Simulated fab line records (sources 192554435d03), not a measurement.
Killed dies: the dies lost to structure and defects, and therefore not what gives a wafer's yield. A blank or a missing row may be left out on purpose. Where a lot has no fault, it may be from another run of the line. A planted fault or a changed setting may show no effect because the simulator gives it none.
fab line records ; flow n5Finfet
record lots=10; wafers=29; lastDay=17
route steps=1938 shown BEOL_M10@1530 BEOL_M11@1552 PASSIVATION@1936
lots with no fault: from the same line, run without faults
startH: start of the lot's first displayed wafer, in hours after the record's first day ; waitH: hours elapsed since this lot's preceding step ; " repeats the value in the row above ; L1.1+2: several wafers, shown together as one row ; - no value, or no start given ; * or withheld: withheld ; < > ~ a bound
route shown NAME@n: NAME is a module with steps in the file, n the number in the route of the first one ; usual: the fault-free wafers' mean and standard deviation ; same: alike in all rows ; chamber/n: place in a boat ; sites: readings site by site ; _std_site: standard deviation of those values ; _edge_site: inner sites' mean taken away from outer sites' mean ; radiusMm: for every site, how far away it sits from the centre of the wafer ; mask NAME#n: copy n ; behind: the last tool/chamber to shape the wafer ; hold: why the lot was held/for how many hours/how that ended ; device: the n, p or np transistor that did not switch ; end of line: the route-end tests of the same wafers ; step lacking rows: just its recipe ; killed: the dies lost at the first sort to structure and to defects; this is not the yield of the wafer ; map: dies across one wafer; x = killed, . = not, _ = none there
set.NAME: the setting the step ran with; set.NAME@STEP: the setting that earlier step ran with ; model.NAME: the simulator's own value behind a step, which no gauge read
steps of the route over a sample of lots; a table a step, a row a wafer
services: a tool's chamber out of use, with start hour (startH, from the record's first day; less than 0 if before it), hours out, and reason
## steps
# step N5_BEOL_M10_CMP_52
# recipe stopOn=SiCOH_lowk; tOverpolishS=7; downForcePsi=1; platenRpm=50; clearingPlatenDownForcePsi=1.5; clearingPlatenRpm=50; postCmpClean=cuAlkaline; targetThkNm=140; clearingPlatenPadVelocityMS=0.99484; padVelocityMS=0.99484
# usual barrierFieldEndpointS=28.8/0.82; motorCurrentA=6.2/0.67; overpolishRunS=7.000/0.0089; timeToEndpointS=66/3.8
lot.wafer;tool;chamber;startH;waitH;barrierFieldEndpointS;motorCurrentA;overpolishRunS;timeToEndpointS
L708.1;cmp-02;3;223.53;0.3;29.2;6.9;6.999;65
L708.4;cmp-02;1;223.53;0.3;28.1;6.7;7.006;58
L708.6;cmp-02;0;223.53;0.3;28.4;6.5;6.991;61
L711.1;cmp-01;2;245.80;0.3;28.0;6.2;6.987;64
L711.2;cmp-01;0;245.80;0.3;27.9;5.6;7.013;63
L711.3;cmp-01;1;245.80;0.3;27.8;5.2;7.010;62
L713.2;cmp-01;0;252.00;0.2;30.1;5.5;7.016;67
L713.3;cmp-01;2;252.00;0.2;28.8;6.1;6.987;69
L713.6;cmp-01;1;252.00;0.2;28.5;5.4;6.997;65
L714.3;cmp-01;3;253.64;0.2;27.6;5.9;7.014;61
L714.2;cmp-01;1;253.64;0.2;27.8;5.3;7.009;64
L714.4;cmp-01;2;253.64;0.2;29.0;6.0;6.998;63
L715.4;cmp-01;2;255.06;0.1;29.8;6.0;7.010;68
L715.1;cmp-01;3;255.06;0.1;28.9;6.1;7.004;63
L715.5;cmp-01;2;255.06;0.1;30.2;6.1;7.003;68
L717.1;cmp-01;0;278.35;0.3;28.8;5.3;6.979;67
L717.4;cmp-01;2;278.35;0.3;29.6;6.1;7.004;68
L724.3;cmp-04;1;312.67;0.2;29.3;7.8;6.994;67
L724.4;cmp-04;3;312.67;0.2;29.9;5.8;6.985;69
L724.5;cmp-04;1;312.67;0.2;28.9;7.3;7.007;67
L723.1;cmp-04;3;319.99;0.3;29.1;5.5;6.994;67
L723.4;cmp-04;0;319.99;0.3;28.5;5.9;6.999;63
L723.5;cmp-04;3;319.99;0.3;29.0;5.5;6.997;65
L725.1;cmp-02;0;323.30;0.3;28.6;6.8;6.999;67
L725.2;cmp-02;2;323.30;0.3;27.9;6.2;7.011;62
L725.5;cmp-02;3;323.30;0.3;29.1;6.7;7.002;70
L728.1;cmp-04;1;353.00;0.5;29.2;7.6;7.010;66
L728.4;cmp-04;0;353.00;0.5;28.9;6.2;7.001;67
L728.6;cmp-04;1;353.00;0.5;29.5;7.4;6.993;69
# step N5_BEOL_M11_DESCUM_16
# recipe chemistry=O2; timeS=7.9; sourcePowerW=50; biasPowerW=20; pressureMtorr=20; rfFrequencyHz=2.712e+07; tempC=40; resist=CAR-ArF; o2FlowSccm=225
# usual drypumpMotorCurrentA=5.9/0.49; oesProductAu=0.77/0.085; rfVppV=243.6/1.3; showerheadPlenumPTorr=2.12/0.06; tempC=40.01/0.11; throttleValvePct=20.40/0.18
lot.wafer;tool;chamber;startH;waitH;drypumpMotorCurrentA;oesProductAu;rfHoursCounterH;rfVppV;showerheadPlenumPTorr;tempC;throttleValvePct
L708.1;rieDiel-02;1;226.26;0.6;5.7;0.74;170;243.6;2.10;40.15;20.28
L708.4;rieDiel-02;3;226.26;0.6;5.6;0.93;16;244.9;2.23;40.20;20.15
L708.6;rieDiel-02;3;226.26;0.6;5.6;0.94;-;244.8;2.24;39.99;20.14
L711.1;rieDiel-03;3;248.88;0.3;5.9;0.69;198;245.1;2.17;39.79;20.69
L711.2;rieDiel-03;2;248.88;0.3;4.9;0.86;33;243.1;2.03;39.94;20.11
L711.3;rieDiel-03;1;248.88;0.3;6.1;0.73;189;243.3;2.15;39.89;20.43
L713.2;rieDiel-03;2;255.40;0.0;4.9;0.86;35;241.5;2.03;40.10;20.10
L713.3;rieDiel-03;1;255.40;0.0;6.1;0.73;191;245.2;2.15;40.01;20.43
L713.6;rieDiel-03;1;255.40;0.0;6.1;0.73;-;243.7;2.15;39.95;20.42
L714.2;rieDiel-02;1;256.36;0.0;5.8;0.73;181;242.5;2.10;40.07;20.32
L714.3;rieDiel-02;3;256.36;0.0;5.6;0.90;-;245.5;2.23;40.07;20.15
L714.4;rieDiel-02;1;256.36;0.0;5.8;0.74;-;243.5;2.10;39.98;20.30
L715.1;rieDiel-03;0;258.68;0.0;6.7;0.75;143;243.1;2.10;39.84;20.55
L715.4;rieDiel-03;2;258.68;0.0;4.8;0.85;36;242.6;2.03;40.06;20.09
L715.5;rieDiel-03;3;258.68;0.0;5.9;0.71;-;245.2;2.17;39.96;20.70
L717.1;rieDiel-03;2;281.73;0.0;4.9;0.84;44;242.2;2.03;40.01;20.10
L717.4;rieDiel-03;1;281.73;0.0;6.1;0.72;199;244.5;2.15;40.04;20.43
L724.3;rieDiel-02;3;315.21;0.0;5.6;0.87;51;246.0;2.22;39.85;20.20
L724.4;rieDiel-02;0;315.21;0.0;5.1;0.95;7;243.9;2.15;39.82;20.16
L724.5;rieDiel-02;2;315.21;0.0;6.5;0.69;-;243.8;2.05;39.88;20.61
L723.1;rieDiel-02;3;322.32;0.0;5.6;0.87;53;245.7;2.22;40.00;20.19
L723.4;rieDiel-02;1;322.32;0.0;5.7;0.71;206;243.6;2.09;39.98;20.34
L723.5;rieDiel-02;1;322.32;0.0;5.8;0.72;-;241.8;2.09;39.93;20.36
L725.1;rieDiel-01;0;327.19;0.0;5.8;0.85;67;242.9;2.09;39.96;20.30
L725.2;rieDiel-01;3;327.19;0.0;6.3;0.71;235;242.1;2.08;39.95;20.55
L725.5;rieDiel-01;0;327.19;0.0;5.8;0.84;-;244.2;2.09;40.11;20.31
L728.1;rieDiel-02;2;354.78;0.0;6.5;0.97;1;243.9;2.05;40.06;20.17
L728.4;rieDiel-02;2;354.78;0.0;6.5;0.97;-;241.9;2.05;40.14;20.18
L728.6;rieDiel-02;3;354.78;0.0;5.6;0.84;-;243.2;2.22;39.98;20.22
# step N5_BEOL_M11_ETCH_61
# recipe chemistry=CF4; target=SiARC; targetDepthA=390; maskMaterial=CAR-ArF; timeS=65; ionEnergyEv=80; pressureMtorr=40; sourceW=545; biasW=36; Ar_flow_sccm=100; cf4FlowSccm=100; ends=cleared
# usual drypumpMotorCurrentA=5.9/0.49; etchRfOnTimeS=65.1/1.3; oesProductAu=0.66/0.075; rfVppV=184.4/0.97; showerheadPlenumPTorr=2.17/0.056; throttleValvePct=15.60/0.2
lot.wafer;tool;chamber;startH;waitH;drypumpMotorCurrentA;etchRfOnTimeS;oesProductAu;rfHoursCounterH;rfVppV;showerheadPlenumPTorr;throttleValvePct
L708.1;rieDiel-02;1;226.29;0.0;5.7;64.8;0.64;170;184.1;2.12;15.35
L708.4;rieDiel-02;3;226.29;0.0;5.6;64.8;0.80;16;186.1;2.28;15.25
L708.6;rieDiel-02;3;226.29;0.0;5.6;64.4;0.81;-;185.6;2.28;15.24
L711.1;rieDiel-03;3;248.92;0.0;5.9;65.6;0.59;198;185.2;2.20;15.78
L711.2;rieDiel-03;2;248.92;0.0;4.9;65.2;0.73;33;182.0;2.11;15.43
L711.3;rieDiel-03;1;248.92;0.0;6.1;66.2;0.61;189;183.5;2.23;15.85
L713.2;rieDiel-03;2;255.44;0.0;4.9;65.6;0.73;35;183.0;2.11;15.44
L713.3;rieDiel-03;1;255.44;0.0;6.1;65.5;0.61;191;185.4;2.23;15.85
L713.6;rieDiel-03;1;255.44;0.0;6.1;65.9;0.62;-;185.6;2.23;15.85
L714.2;rieDiel-02;1;256.41;0.0;5.7;64.7;0.63;181;183.1;2.12;15.39
L714.3;rieDiel-02;3;256.41;0.0;5.6;64.6;0.78;-;185.7;2.27;15.28
L714.4;rieDiel-02;1;256.41;0.0;5.8;65.2;0.63;-;183.0;2.12;15.38
L715.1;rieDiel-03;0;258.71;0.0;6.8;81.7;0.57;143;183.5;2.16;15.68
L715.4;rieDiel-03;2;258.71;0.0;4.9;66.2;0.73;36;183.5;2.11;15.45
L715.5;rieDiel-03;3;258.71;0.0;5.9;65.4;0.60;-;184.2;2.20;15.77
L717.1;rieDiel-03;2;281.77;0.0;4.9;80.9;0.63;44;184.3;2.10;15.47
L717.4;rieDiel-03;1;281.77;0.0;6.1;66.2;0.60;199;185.2;2.23;15.87
L724.3;rieDiel-02;3;315.24;0.0;5.6;64.9;0.75;51;185.3;2.26;15.31
L724.4;rieDiel-02;0;315.24;0.0;5.1;64.6;0.82;7;183.3;2.19;15.24
L724.5;rieDiel-02;2;315.24;0.0;6.4;67.0;0.59;-;184.3;2.10;15.80
L723.1;rieDiel-02;3;322.36;0.0;5.6;64.4;0.75;53;186.9;2.26;15.32
L723.4;rieDiel-02;1;322.36;0.0;5.8;64.6;0.62;206;183.6;2.11;15.42
L723.5;rieDiel-02;1;322.36;0.0;5.7;64.5;0.61;-;184.8;2.11;15.43
L725.1;rieDiel-01;0;327.24;0.0;5.8;63.0;0.72;67;184.3;2.17;15.69
L725.2;rieDiel-01;3;327.24;0.0;6.3;65.1;0.59;235;184.2;2.12;15.78
L725.5;rieDiel-01;0;327.24;0.0;5.8;62.1;0.73;-;184.3;2.17;15.69
L728.1;rieDiel-02;2;354.81;0.0;6.4;63.5;0.83;1;183.8;2.10;15.30
L728.4;rieDiel-02;2;354.81;0.0;6.4;64.1;0.82;-;183.6;2.10;15.30
L728.6;rieDiel-02;3;354.81;0.0;5.5;65.2;0.73;-;184.3;2.26;15.36
# step N5_BEOL_M11_STRIP_67
# recipe chemistry=CF4; resist=SiARC; powerW=300; biasPowerW=75; pressureMtorr=50; cf4FlowSccm=150; rfFrequencyHz=6e+07
# usual drypumpMotorCurrentA=5.9/0.49; oesProductAu=0.77/0.083; rfVppV=271.6/1.2; showerheadPlenumPTorr=1.82/0.047; throttleValvePct=13.58/0.22
lot.wafer;tool;chamber;startH;waitH;drypumpMotorCurrentA;oesProductAu;rfHoursCounterH;rfVppV;showerheadPlenumPTorr;throttleValvePct
L708.1;rieDiel-02;1;226.49;0.0;5.8;0.75;170;270.1;1.78;13.33
L708.4;rieDiel-02;3;226.49;0.0;5.6;0.94;17;271.8;1.90;13.17
L708.6;rieDiel-02;3;226.49;0.0;5.6;0.94;-;271.8;1.90;13.18
L711.1;rieDiel-03;3;249.11;0.0;5.9;0.71;198;273.0;1.84;13.80
L711.2;rieDiel-03;2;249.11;0.0;4.9;0.86;33;270.0;1.76;13.38
L711.3;rieDiel-03;1;249.11;0.0;6.0;0.72;190;272.1;1.87;13.80
L713.2;rieDiel-03;2;255.63;0.0;4.9;0.86;35;270.2;1.76;13.37
L713.3;rieDiel-03;1;255.63;0.0;6.1;0.73;192;273.7;1.86;13.80
L713.6;rieDiel-03;1;255.63;0.0;6.0;0.72;-;272.5;1.86;13.83
L714.2;rieDiel-02;1;256.70;0.0;5.8;0.73;181;271.7;1.77;13.37
L714.3;rieDiel-02;3;256.70;0.0;5.6;0.91;-;271.7;1.90;13.21
L714.4;rieDiel-02;1;256.70;0.0;5.7;0.73;-;272.2;1.77;13.38
L715.1;rieDiel-03;0;258.91;0.0;6.8;0.75;143;270.8;1.81;13.63
L715.4;rieDiel-03;2;258.91;0.0;4.9;0.85;36;270.5;1.76;13.40
L715.5;rieDiel-03;3;258.91;0.0;5.9;0.70;-;271.8;1.84;13.83
L717.1;rieDiel-03;2;281.96;0.0;4.9;0.85;44;268.0;1.76;13.40
L717.4;rieDiel-03;1;281.96;0.0;6.1;0.72;199;272.1;1.86;13.84
L724.3;rieDiel-02;3;315.44;0.0;5.6;0.87;51;273.8;1.89;13.25
L724.4;rieDiel-02;0;315.44;0.0;5.0;0.95;7;271.3;1.83;13.16
L724.5;rieDiel-02;2;315.44;0.0;6.5;0.69;-;270.6;1.75;13.80
L723.1;rieDiel-02;3;322.55;0.0;5.6;0.87;53;271.8;1.89;13.26
L723.4;rieDiel-02;1;322.55;0.0;5.8;0.71;206;270.4;1.77;13.43
L723.5;rieDiel-02;1;322.55;0.0;5.7;0.72;-;272.6;1.77;13.43
L725.1;rieDiel-01;0;327.54;0.0;5.8;0.83;68;271.6;1.83;13.64
L725.2;rieDiel-01;3;327.54;0.0;6.3;0.70;235;270.3;1.79;13.83
L725.5;rieDiel-01;0;327.54;0.0;5.8;0.83;-;272.7;1.83;13.64
L728.1;rieDiel-02;2;355.01;0.0;6.5;0.95;1;272.1;1.75;13.22
L728.4;rieDiel-02;2;355.01;0.0;6.5;0.96;-;271.5;1.75;13.23
L728.6;rieDiel-02;3;355.01;0.0;5.6;0.86;-;272.8;1.89;13.28
# step N5_PASSIVATION_PROBE_49
# usual defectLimitedYield=91.3/1.5; killed_at_M0_to_M3=35/10; killed_at_M4_up=12/4.6; killedAtContacts=13/6.6; killedAtFrontEnd=39/11; killedAtOther=4/3.4; killedDies=103/17; killedOnRim=14/4.1; killedOpen=67/13; killedShort=35/8.2; sort_bin_5_function=5.1/0.94; sort_bin_6_memory=3.2/0.7; sortNPass=1077/17; sortYieldPct=91.3/1.5
# same grossDies=1180; killedAtBackSide=0; sort_bin_4_leakage[%]=0; sort_bin_8_speed[%]=0
lot.wafer;tool;chamber;startH;waitH;defectLimitedYield[%];killed_at_M0_to_M3;killed_at_M4_up;killedAtContacts;killedAtFrontEnd;killedAtOther;killedDies;killedOnRim;killedOpen;killedShort;sort_bin_5_function[%];sort_bin_6_memory[%];sortNPass;sortYieldPct[%]
L708.1;prober-01;-;269.89;0.0;91.6;33;15;15;35;1;99;8;62;36;4.7;3.4;1081;91.6
L708.4;prober-01;-;270.04;0.2;92.8;30;6;8;39;2;85;7;58;27;4.8;2.2;1095;92.8
L708.6;prober-01;-;270.14;0.3;91.9;42;8;12;33;1;96;8;58;30;4.3;3.1;1084;91.9
L714.2;prober-01;-;298.53;0.1;92.1;34;13;9;30;7;93;14;66;26;5.3;2.5;1087;92.1
L714.3;prober-01;-;298.58;0.1;91.9;34;11;8;37;6;96;15;67;27;5.4;2.5;1084;91.9
L714.4;prober-01;-;298.63;0.2;91.4;28;12;12;47;2;101;10;81;19;5.0;3.3;1079;91.4
L711.1;prober-02;-;300.28;0.0;90.1;47;10;7;48;5;117;16;73;42;5.8;3.7;1063;90.1
L711.2;prober-02;-;300.33;0.1;92.7;24;8;13;39;2;86;12;55;31;4.1;3.1;1094;92.7
L711.3;prober-02;-;300.38;0.1;89.9;52;12;14;41;0;119;12;84;34;5.8;4.2;1061;89.9
L713.2;prober-01;-;303.20;0.1;91.2;30;13;14;44;3;104;21;63;36;4.1;3.5;1076;91.2
L713.3;prober-01;-;303.25;0.1;89.9;41;12;11;49;6;119;19;69;50;6.1;3.4;1061;89.9
L713.6;prober-01;-;303.40;0.3;92.7;34;19;11;22;0;86;8;56;30;3.8;3.0;1094;92.7
L715.1;prober-01;-;310.30;0.0;90.3;46;11;20;36;1;114;11;75;39;5.7;3.8;1066;90.3
L715.4;prober-01;-;310.45;0.2;90.1;40;10;10;48;9;117;13;74;42;5.9;3.7;1063;90.1
L715.5;prober-01;-;310.50;0.2;88.5;49;11;7;61;8;136;13;82;54;6.4;4.5;1044;88.5
L717.1;prober-01;-;326.39;0.0;89.3;43;11;12;56;4;126;22;75;49;6.4;3.6;1054;89.3
L717.4;prober-01;-;326.54;0.2;91.1;27;13;18;45;2;105;18;76;28;4.8;3.8;1075;91.1
L723.1;prober-01;-;373.68;0.0;92.5;36;12;11;27;2;88;12;64;23;4.3;2.7;1092;92.5
L723.4;prober-01;-;373.83;0.2;92.7;29;11;6;37;3;86;12;56;30;4.6;2.5;1094;92.7
L723.5;prober-01;-;373.88;0.2;92.9;23;14;7;36;4;84;9;59;25;4.5;2.5;1096;92.9
L724.3;prober-01;-;376.95;0.1;91.6;39;7;11;37;5;99;15;48;51;5.1;3.1;1081;91.6
L724.4;prober-01;-;377.00;0.2;90.4;30;7;22;46;8;113;11;69;41;5.8;3.5;1067;90.4
L724.5;prober-01;-;377.05;0.2;91.1;26;10;16;48;5;105;13;61;44;6.1;2.5;1075;91.1
L725.1;prober-01;-;383.95;0.0;92.6;37;13;2;35;0;87;10;54;32;4.5;2.5;1093;92.6
L725.2;prober-01;-;384.00;0.1;93.6;28;18;6;19;5;76;1;50;25;3.9;2.1;1104;93.6
L725.5;prober-01;-;384.15;0.2;90.5;33;12;26;39;2;112;15;72;36;5.4;3.5;1068;90.5
L728.1;prober-02;-;406.11;0.0;91.9;46;10;4;31;4;95;8;66;29;5.3;2.6;1085;91.9
L728.4;prober-02;-;406.26;0.2;94.9;10;12;15;23;0;60;9;38;21;2.8;2.2;1120;94.9
L728.6;prober-02;-;406.36;0.3;93.0;40;6;5;28;4;83;10;53;30;4.0;3.0;1097;93.0
# killed by level:class
L708.1 BEOL_M3:geometricParticle:open=10 MOL_CONTACT_COAG:geometricParticle:open=9 FIN_SAQP:geometricParticle:short=8 BEOL_M0_SAQP:geometricParticle:open=7 STI_FIN_REVEAL:geometricParticle:open=6 MOL_CONTACT_COAG:geometricParticle:short=5 BEOL_M0_SAQP:geometricParticle:short=5 BEOL_M5:geometricParticle:open=5
L708.4 STI_FIN_REVEAL:geometricParticle:open=17 FIN_SAQP:geometricParticle:short=8 MOL_CONTACT_COAG:geometricParticle:open=8 BEOL_M0_SAQP:geometricParticle:open=8 BEOL_M3:geometricParticle:open=8 BEOL_M0_SAQP:geometricParticle:short=5 BEOL_M1:geometricParticle:open=3 STARTING-WAFER:geometricParticle:short=3
L708.6 BEOL_M3:geometricParticle:open=14 MOL_CONTACT_COAG:geometricParticle:open=9 STI_FIN_REVEAL:geometricParticle:open=7 HKMG_FIN:areaEtch=6 BEOL_M0_SAQP:geometricParticle:open=5 BEOL_M1:geometricParticle:open=5 FIN_SAQP:geometricParticle:short=4 BEOL_M3:geometricParticle:short=4
L714.2 BEOL_M1:geometricParticle:open=9 STI_FIN_REVEAL:geometricParticle:open=8 MOL_CONTACT_COAG:geometricParticle:open=8 BEOL_M4:geometricParticle:open=7 BEOL_M0_SAQP:geometricParticle:open=6 BEOL_M2:geometricParticle:open=5 FIN_SAQP:geometricParticle:open=4 DUMMY_GATE:geometricParticle:open=4
L714.3 DUMMY_GATE:geometricParticle:open=13 BEOL_M1:geometricParticle:open=12 MOL_CONTACT_COAG:geometricParticle:open=6 BEOL_M0_SAQP:geometricParticle:open=6 FIN_SAQP:geometricParticle:open=5 BEOL_M2:geometricParticle:open=5 FIN_SAQP:geometricParticle:short=3 GATE_CUT:geometricParticle:short=3
L714.4 STI_FIN_REVEAL:geometricParticle:open=16 FIN_SAQP:geometricParticle:open=15 MOL_CONTACT_COAG:geometricParticle:open=12 BEOL_M1:geometricParticle:open=7 BEOL_M3:geometricParticle:open=7 BEOL_M4:geometricParticle:open=5 BEOL_M0_SAQP:geometricParticle:short=4 BEOL_M2:geometricParticle:open=4
L711.1 BEOL_M1:geometricParticle:open=11 BEOL_M2:geometricParticle:open=11 FIN_SAQP:geometricParticle:short=10 FIN_SAQP:geometricParticle:open=8 STI_FIN_REVEAL:geometricParticle:open=8 BEOL_M0_SAQP:geometricParticle:short=8 MOL_CONTACT_COAG:geometricParticle:open=7 GATE_CUT:geometricParticle:short=6
L711.2 MOL_CONTACT_COAG:geometricParticle:open=11 FIN_SAQP:geometricParticle:short=8 BEOL_M1:geometricParticle:open=8 FIN_SAQP:geometricParticle:open=6 DUMMY_GATE:geometricParticle:open=6 GATE_CUT:geometricParticle:short=4 BEOL_M0_SAQP:geometricParticle:short=4 STARTING-WAFER:geometricParticle:open=4
L711.3 FIN_SAQP:geometricParticle:open=17 BEOL_M1:geometricParticle:open=17 STI_FIN_REVEAL:geometricParticle:open=10 MOL_CONTACT_COAG:geometricParticle:open=10 BEOL_M0_SAQP:geometricParticle:short=8 BEOL_M0_SAQP:geometricParticle:open=7 BEOL_M2:geometricParticle:open=7 BEOL_M0:geometricParticle:open=6
L713.2 MOL_CONTACT_COAG:geometricParticle:open=13 FIN_SAQP:geometricParticle:short=9 BEOL_M4:geometricParticle:open=7 BEOL_M0_SAQP:geometricParticle:open=6 BEOL_M1:geometricParticle:open=5 BEOL_M3:geometricParticle:short=5 SPACER0:geometricParticle:open=4 GATE_CUT:geometricParticle:short=4
L713.3 FIN_SAQP:geometricParticle:short=14 FIN_SAQP:geometricParticle:open=9 MOL_CONTACT_COAG:geometricParticle:open=9 STI_FIN_REVEAL:geometricParticle:open=7 BEOL_M0_SAQP:geometricParticle:open=7 BEOL_M0_SAQP:geometricParticle:short=7 BEOL_M3:geometricParticle:open=6 BEOL_M4:geometricParticle:open=5
L713.6 BEOL_M7:geometricParticle:open=9 MOL_CONTACT_COAG:geometricParticle:open=8 FIN_SAQP:geometricParticle:short=6 BEOL_M2:geometricParticle:open=6 BEOL_M0:geometricParticle:open=5 BEOL_M1:geometricParticle:open=5 STI_FIN_REVEAL:geometricParticle:open=4 BEOL_M0_SAQP:geometricParticle:short=4
L715.1 MOL_CONTACT_COAG:geometricParticle:open=12 BEOL_M2:geometricParticle:open=12 FIN_SAQP:geometricParticle:open=11 MOL_CONTACT_COAG:geometricParticle:short=8 STI_FIN_REVEAL:geometricParticle:open=7 BEOL_M1:geometricParticle:open=7 BEOL_M0_SAQP:geometricParticle:short=6 BEOL_M0_SAQP:geometricParticle:open=6
L715.4 STI_FIN_REVEAL:geometricParticle:open=13 BEOL_M0_SAQP:geometricParticle:open=13 BEOL_M0_SAQP:geometricParticle:short=11 FIN_SAQP:geometricParticle:open=9 MOL_CONTACT_COAG:geometricParticle:open=9 GATE_CUT:geometricParticle:short=6 BEOL_M3:geometricParticle:open=6 BEOL_M4:geometricParticle:open=6
L715.5 STI_FIN_REVEAL:geometricParticle:open=18 BEOL_M2:geometricParticle:open=12 GATE_CUT:geometricParticle:short=10 FIN_SAQP:geometricParticle:open=9 FIN_SAQP:geometricParticle:short=9 BEOL_M1:geometricParticle:open=9 BEOL_M0_SAQP:geometricParticle:open=6 MOL_CONTACT_COAG:geometricParticle:open=6
L717.1 DUMMY_GATE:geometricParticle:open=14 FIN_SAQP:geometricParticle:short=10 MOL_CONTACT_COAG:geometricParticle:open=9 BEOL_M0_SAQP:geometricParticle:open=7 GATE_CUT:geometricParticle:short=7 BEOL_M0_SAQP:geometricParticle:short=7 BEOL_M3:geometricParticle:open=6 BEOL_M3:geometricParticle:short=6
L717.4 FIN_SAQP:geometricParticle:open=19 MOL_CONTACT_COAG:geometricParticle:open=11 DUMMY_GATE:geometricParticle:open=10 BEOL_M1:geometricParticle:open=9 MOL_CONTACT_COAG:geometricParticle:short=7 FIN_SAQP:geometricParticle:short=6 BEOL_M0:geometricParticle:open=6 STI_FIN_REVEAL:geometricParticle:open=5
L723.1 MOL_CONTACT_COAG:geometricParticle:open=10 STI_FIN_REVEAL:geometricParticle:open=9 BEOL_M0_SAQP:geometricParticle:open=8 BEOL_M2:geometricParticle:open=8 BEOL_M0_SAQP:geometricParticle:short=7 BEOL_M1:geometricParticle:open=6 FIN_SAQP:geometricParticle:open=5 BEOL_M5:geometricParticle:open=5
L723.4 FIN_SAQP:geometricParticle:open=11 STI_FIN_REVEAL:geometricParticle:open=10 BEOL_M0_SAQP:geometricParticle:short=9 BEOL_M2:geometricParticle:open=6 MOL_CONTACT_COAG:geometricParticle:open=5 BEOL_M0_SAQP:geometricParticle:open=5 STI_FIN_REVEAL:geometricParticle:short=4 BEOL_M4:geometricParticle:open=4
L723.5 BEOL_M0_SAQP:geometricParticle:short=8 FIN_SAQP:geometricParticle:open=7 STI_FIN_REVEAL:geometricParticle:open=7 DUMMY_GATE:geometricParticle:open=7 MOL_CONTACT_COAG:geometricParticle:open=6 BEOL_M0_SAQP:geometricParticle:open=5 BEOL_M5:geometricParticle:open=5 STARTING-WAFER:geometricParticle:open=4
L724.3 BEOL_M0_SAQP:geometricParticle:short=12 BEOL_M3:geometricParticle:short=11 FIN_SAQP:geometricParticle:short=10 MOL_CONTACT_COAG:geometricParticle:open=10 GATE_CUT:geometricParticle:short=8 DUMMY_GATE:geometricParticle:open=6 BEOL_M0_SAQP:geometricParticle:open=5 BEOL_M1:geometricParticle:open=5
L724.4 MOL_CONTACT_COAG:geometricParticle:open=19 BEOL_M0_SAQP:geometricParticle:short=9 STI_FIN_REVEAL:geometricParticle:open=8 BEOL_M1:geometricParticle:open=7 FIN_SAQP:geometricParticle:short=6 FIN_SAQP:geometricParticle:open=6 DUMMY_GATE:geometricParticle:open=6 GATE_CUT:geometricParticle:short=6
L724.5 MOL_CONTACT_COAG:geometricParticle:open=14 FIN_SAQP:geometricParticle:short=12 FIN_SAQP:geometricParticle:open=10 GATE_CUT:geometricParticle:open=7 BEOL_M1:geometricParticle:open=6 BEOL_M0_SAQP:geometricParticle:short=6 GATE_CUT:geometricParticle:short=5 BEOL_M0_SAQP:geometricParticle:open=4
L725.1 STI_FIN_REVEAL:geometricParticle:open=11 BEOL_M4:geometricParticle:open=8 BEOL_M0_SAQP:geometricParticle:short=8 BEOL_M0_SAQP:geometricParticle:open=7 BEOL_M3:geometricParticle:open=7 BEOL_M3:geometricParticle:short=7 DUMMY_GATE:geometricParticle:open=4 BEOL_M1:geometricParticle:open=4
L725.2 BEOL_M4:geometricParticle:open=8 STI_FIN_REVEAL:geometricParticle:open=5 BEOL_M0_SAQP:geometricParticle:short=5 BEOL_M0_SAQP:geometricParticle:open=5 BEOL_M0:geometricParticle:open=5 BEOL_M5:geometricParticle:open=5 FIN_SAQP:geometricParticle:open=4 MOL_CONTACT_COAG:geometricParticle:open=4
L725.5 MOL_CONTACT_COAG:geometricParticle:open=22 BEOL_M0_SAQP:geometricParticle:short=12 DUMMY_GATE:geometricParticle:open=8 STI_FIN_REVEAL:geometricParticle:open=7 BEOL_M1:geometricParticle:open=7 ILD0:geometricParticle:open=4 MOL_CONTACT_COAG:geometricParticle:short=4 BEOL_M0_SAQP:geometricParticle:open=4
L728.1 BEOL_M2:geometricParticle:open=11 FIN_SAQP:geometricParticle:short=10 BEOL_M0_SAQP:geometricParticle:open=10 FIN_SAQP:geometricParticle:open=8 BEOL_M3:geometricParticle:open=8 BEOL_M0_SAQP:geometricParticle:short=6 STI_FIN_REVEAL:geometricParticle:open=4 MOL_CONTACT_COAG:geometricParticle:open=4
L728.4 MOL_CONTACT_COAG:geometricParticle:open=11 FIN_SAQP:geometricParticle:open=6 FIN_SAQP:geometricParticle:short=4 MOL_CONTACT_COAG:geometricParticle:short=4 BEOL_M4:geometricParticle:open=4 STI_FIN_REVEAL:geometricParticle:open=3 GATE_CUT:geometricParticle:short=3 BEOL_M0_SAQP:geometricParticle:open=3
L728.6 BEOL_M0_SAQP:geometricParticle:open=11 BEOL_M0_SAQP:geometricParticle:short=10 FIN_SAQP:geometricParticle:short=9 STI_FIN_REVEAL:geometricParticle:open=9 BEOL_M2:geometricParticle:open=8 BEOL_M3:geometricParticle:open=6 MOL_CONTACT_COAG:geometricParticle:open=5 BEOL_M1:geometricParticle:open=4
## services
tool;chamber;startH;hours;kind
cmp-02;-;200.12;5.6;pm
cmp-02;-;224.03;4.0;pm
cmp-02;-;228.03;-;consumableReplace:conditioner
cmp-02;-;228.03;-;consumableReplace:pad
cmp-04;-;233.49;3.8;repair
cmp-02;-;235.30;2.8;repair
rieDiel-03;-;236.51;0.3;repair
rieDiel-02;2;244.08;21.0;repair
rieDiel-03;0;253.64;2.0;repair
rieDiel-02;0;254.95;14.4;repair
rieDiel-02;3;282.57;1.5;repair
rieDiel-03;3;285.32;6.0;repair
cmp-02;-;286.37;0.2;repair
rieDiel-01;-;290.73;2.8;pm
rieDiel-01;2;293.58;40.7;repair
cmp-04;-;299.99;1.2;repair
rieDiel-02;2;324.02;3.9;repair
rieDiel-01;1;326.23;2.7;repair
rieDiel-02;2;335.77;-;clean
rieDiel-02;2;335.77;-;consumableReplace:focusRing
rieDiel-02;2;335.77;17.2;scheduledDown
rieDiel-02;2;335.77;17.2;ventCycle
## key
firstSign step=N5_BEOL_M11_ETCH_61; reading=etchRfOnTimeS; direction=up; sigmas=13; usual=*; struck=*
effect none on later readings
metAt N5_BEOL_M11_ETCH_61
struckLots L715,L717
struckWafers L715.1,L717.1
notActingAt N5_BEOL_M10_CMP_52,N5_BEOL_M11_DESCUM_16,N5_BEOL_M11_STRIP_67
onsetBetween 255.44 258.71
fault kind=processParameterDrift; tool=rieDiel-03; chamber=-; onsetH=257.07; steps=N5_BEOL_M11_ETCH_61; channel=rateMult; offset=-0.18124; shape=step; endH=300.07; scope=struckWafersOnly
